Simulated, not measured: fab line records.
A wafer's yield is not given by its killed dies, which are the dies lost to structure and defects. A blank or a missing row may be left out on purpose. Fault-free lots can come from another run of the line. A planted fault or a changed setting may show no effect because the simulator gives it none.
Matching of chambers	flow n5 finfet	N5_MOL_CONTACT_COAG_ALD_123 on ald sin-03 has 4 sister chambers
The step deposits SiNx, target thk 5 nm, pulse time 1 s, purge time 2 s. 8 wafers are shown with their chamber, then 9 later ones without.

## WAFERS, EACH WITH ITS CHAMBER
wafer	chamber	heater power w (W)	precursor pulse height rel
L077.1	2	798	1.026
L081.2	3	761	0.984
L083.1	1	887	1.006
L083.2	0	920	0.992
L083.5	2	801	1.010
L086.1	3	751	1.000
L086.3	1	862	1.018
L086.4	0	912	0.993

## WAFERS MISSING THEIR CHAMBER
wafer	heater power w (W)	precursor pulse height rel
L090.1	847	1.006
L090.4	880	1.011
L090.5	742	0.965
L094.1	852	0.996
L094.5	721	0.996
L094.6	887	0.971
L097.2	794	0.982
L097.4	722	1.029
L097.6	849	1.008

## WHICH CHAMBER EACH WENT THROUGH
wafer	from the rows above	in truth
L090.1	1	1
L090.4	1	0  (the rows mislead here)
L090.5	3	3
L094.1	1	1
L094.5	3	3
L094.6	can't be placed: 0 or 1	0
L097.2	can't be placed: 3 or 2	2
L097.4	3	3
L097.6	1	1
Placed correctly: 6 of 9. Not placeable from these rows: 2 (in 2, the candidates include the true chamber). Wrongly placed: 1.
How it was worked out, from the rows above alone: a wafer's distance from a chamber is the root of the sum, over the readings, of the square of ((its reading less the chamber's mean) divided by the reading's scatter). The wafer belongs to the nearest chamber; if the next one is less than 2 further off, it can't be placed. For every chamber, the mean is computed from those of its wafers that are shown. The scatter: the root of (the sum of the squares of (reading less its chamber's mean) over the shown wafers, divided by (wafers less chambers)).
